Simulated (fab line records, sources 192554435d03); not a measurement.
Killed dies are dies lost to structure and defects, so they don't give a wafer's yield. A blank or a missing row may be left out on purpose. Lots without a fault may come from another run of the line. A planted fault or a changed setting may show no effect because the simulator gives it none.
Split-lot experiment | flow n5_finfet | 7 lots, 21 wafers read, on a route of 1938 steps

THE SPLIT
At N5_MOL_CONTACT_COAG_ETCH_124 (etches SiNx in CH3F/O2, stops on SiOC, target depth 6.5 nm), the setting bias_w was moved away from the recipe's 73 W on 9 of the 21 wafers read, by -14.8% to +17.5%. The other wafers ran this setting at the recipe's value.

The reading is taken at the split's own step.

THE READING
rf_vpp_V, in V, at N5_MOL_CONTACT_COAG_ETCH_124 (etches SiNx in CH3F/O2, stops on SiOC, target depth 6.5 nm). Fault-free wafers of this fab line usually give 297.8 V, standard deviation 2.9 V.

wafer  | tool, chamber at the split | bias_w as run, W | against the recipe | rf_vpp_V, V | against lot-mates on the recipe
L082.2 | rie_diel-03, 3             | 69.29            | -5.1%              | 281.2       | -16.5
L082.3 | rie_diel-03, 2             | 69.29            | -5.1%              | 285.0       | -12.7
L082.4 | rie_diel-03, 2             | 73               | recipe             | 297.7       | -
L083.1 | rie_diel-03, 0             | 73               | recipe             | 302.4       | -
L083.2 | rie_diel-03, 3             | 62.52            | -14.4%             | 259.4       | -43.0
L083.5 | rie_diel-03, 3             | 62.52            | -14.4%             | 260.6       | -41.8
L085.1 | rie_diel-03, 3             | 73               | recipe             | 293.7       | -
L085.2 | rie_diel-03, 1             | 83.8             | +14.8%             | 328.3       | +32.3
L085.4 | rie_diel-03, 2             | 73               | recipe             | 298.4       | -
L089.3 | rie_diel-04, 2             | 62.2             | -14.8%             | 262.0       | -39.6
L089.4 | rie_diel-04, 3             | 62.2             | -14.8%             | 265.6       | -36.0
L089.5 | rie_diel-04, 3             | 73               | recipe             | 301.6       | -
L092.3 | rie_diel-01, 3             | 73               | recipe             | 294.5       | -
L092.4 | rie_diel-01, 2             | 73               | recipe             | 296.8       | -
L092.6 | rie_diel-01, 3             | 73               | recipe             | 294.8       | -
L093.1 | rie_diel-04, 1             | 73               | recipe             | 303.6       | -
L093.2 | rie_diel-04, 3             | 73               | recipe             | 301.1       | -
L093.4 | rie_diel-04, 2             | 73               | recipe             | 297.2       | -
L094.3 | rie_diel-04, 0             | 85.76            | +17.5%             | 332.1       | +28.9
L094.4 | rie_diel-04, 3             | 73               | recipe             | 303.2       | -
L094.5 | rie_diel-04, 3             | 85.76            | +17.5%             | 345.7       | +42.5

THE FIT
A straight line over all 21 wafers: rf_vpp_V changes by +2.38 V for each +1% of bias_w; r = +0.98; the points scatter about the line by 4.1 V.
The same after taking each lot's own level away (the mean of its wafers on the recipe; 21 wafers): +2.41 V for each +1%; r = +0.99; scatter 4 V.
On that fit, the largest move of bias_w shifts the reading by 42 V.
The lots' own levels span 295.37 to 303.20 V, that is 2.7 times the standard deviation above.
So the lot-to-lot level changes the slope little: the two slopes agree.
Check: with one of the wafers moved furthest among these (+17.5%) left out of the fit, the line predicts +43.8 V for it against its lot-mates. It came out at +28.9 V against them.
Tool readings at the split's step, against how far the setting was moved: rf_vpp_V r = +0.98.

OTHER SPLITS ON THESE WAFERS
These wafers also went through other splits before the reading. Each is held against what the fit with the lots' levels taken away leaves over:
other split on the same wafers          | wafers away from the commonest value | r with rf_vpp_V (lot level and that fit taken away)
N5_GATE_CUT_EXPOSE_10 dose_mj           | 5                                    | +0.22
N5_GATE_CUT_ETCH_36 cf4_flow_sccm       | 6                                    | -0.21
N5_MOL_CONTACT_COAG_SPUTTER_130 power_w | 5                                    | -0.05
N5_MOL_CONTACT_COAG_ALD_123 ald_cycles  | 5                                    | -0.13

THE FILE'S OWN FIT
rf_vpp_V changes by +2.4 V for each +1% of bias_w, r = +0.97.
